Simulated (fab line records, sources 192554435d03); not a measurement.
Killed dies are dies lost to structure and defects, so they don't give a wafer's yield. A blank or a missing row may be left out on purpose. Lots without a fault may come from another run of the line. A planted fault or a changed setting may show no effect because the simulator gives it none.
Chamber matching | flow n5_finfet | N5_DUMMY_REMOVAL_HM_STRIP_01 on rie_diel-04: 4 sister chambers
The step strips SiNx in CH3F/O2, stops on poly-Si, target depth 4 nm, time 6.8 s. 8 wafers are shown with their chamber, then 8 later ones without.

WAFERS WITH THEIR CHAMBER
wafer  | chamber | drypump_motor_current_A (A) | showerhead_plenum_p_Torr (Torr)
L077.5 | 1       | 5.6                         | 2.02
L081.1 | 0       | 6.1                         | 2.00
L081.4 | 2       | 6.5                         | 1.91
L081.6 | 2       | 6.6                         | 1.91
L084.1 | 3       | 5.0                         | 1.98
L084.5 | 1       | 5.5                         | 2.01
L084.6 | 0       | 6.1                         | 2.00
L088.1 | 3       | 5.0                         | 1.98

WAFERS WITHOUT THEIR CHAMBER
wafer  | drypump_motor_current_A (A) | showerhead_plenum_p_Torr (Torr)
L088.3 | 5.5                         | 2.01
L088.5 | 6.5                         | 1.90
L093.1 | 6.5                         | 1.90
L093.4 | 6.2                         | 1.99
L093.5 | 5.5                         | 2.01
L096.2 | 6.5                         | 1.90
L096.3 | 5.5                         | 2.01
L096.6 | 6.1                         | 1.99

WHICH CHAMBER EACH WENT THROUGH
wafer  | from the rows above | in truth
L088.3 | 1                   | 1
L088.5 | 2                   | 2
L093.1 | 2                   | 2
L093.4 | 0                   | 0
L093.5 | 1                   | 1
L096.2 | 2                   | 2
L096.3 | 1                   | 1
L096.6 | 0                   | 0
Placed correctly: 8 of 8. Can't be placed from these rows: 0. Placed wrongly: 0.
How it was worked out, from the rows above alone: a wafer's distance from a chamber is the root of the sum, over the readings, of the square of ((its reading less the chamber's mean) divided by the reading's scatter). The wafer belongs to the nearest chamber; if the next one is less than 2 further off, it can't be placed. A chamber's mean is the mean of its shown wafers. The scatter: the root of (the sum of the squares of (reading less its chamber's mean) over the shown wafers, divided by (wafers less chambers)).
